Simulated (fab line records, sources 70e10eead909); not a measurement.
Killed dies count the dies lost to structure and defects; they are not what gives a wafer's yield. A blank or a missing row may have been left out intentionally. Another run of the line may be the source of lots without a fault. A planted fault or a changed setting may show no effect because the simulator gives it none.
Chamber matching / flow nand harc / 4 sister chambers for NHARC_P_M2_STRIP_18 on rie diel-07
The step strips in N2/H2. 4 wafers are shown with their chamber, then 8 later ones without.

== WAFERS WITH THEIR CHAMBER ==
wafer=L083.1; chamber=3; oes product au (a.u.)=0.998
wafer=L083.2; chamber=0; oes product au (a.u.)=1.004
wafer=L083.4; chamber=1; oes product au (a.u.)=1.005
wafer=L087.1; chamber=2; oes product au (a.u.)=1.024

== WAFERS WHOSE CHAMBER IS MISSING ==
wafer=L087.2; oes product au (a.u.)=1.005
wafer=L087.3; oes product au (a.u.)=0.997
wafer=L093.1; oes product au (a.u.)=1.012
wafer=L093.4; oes product au (a.u.)=0.991
wafer=L093.5; oes product au (a.u.)=0.994
wafer=L097.1; oes product au (a.u.)=1.000
wafer=L097.2; oes product au (a.u.)=1.018
wafer=L097.4; oes product au (a.u.)=1.006

== THE CHAMBER EACH PASSED THROUGH ==
wafer=L087.2; from the rows above=can't be placed: 1 or 0 or 3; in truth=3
wafer=L087.3; from the rows above=can't be placed: 3 or 0 or 1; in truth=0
wafer=L093.1; from the rows above=can't be placed: 1 or 0 or 2 or 3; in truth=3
wafer=L093.4; from the rows above=can't be placed: 3 or 0 or 1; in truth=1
wafer=L093.5; from the rows above=can't be placed: 3 or 0 or 1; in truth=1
wafer=L097.1; from the rows above=can't be placed: 3 or 0 or 1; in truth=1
wafer=L097.2; from the rows above=can't be placed: 2 or 1 or 0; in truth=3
wafer=L097.4; from the rows above=can't be placed: 1 or 0 or 3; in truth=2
Correctly placed: 0 of 8. These rows do not allow placing 8 (true chamber among the candidates in 6). Placed wrongly: 0.
How it was worked out, from the rows above alone: a wafer's distance from a chamber is the root of the sum, over the readings, of the square of ((its reading less the chamber's mean) divided by the reading's scatter). The wafer belongs to the nearest chamber; if the next one is less than 2 further off, it can't be placed. Each chamber's mean is taken over the wafers shown for it. The scatter: with one shown wafer a chamber, the root of the mean of the squares of how far each hidden wafer lies from its nearest shown one.
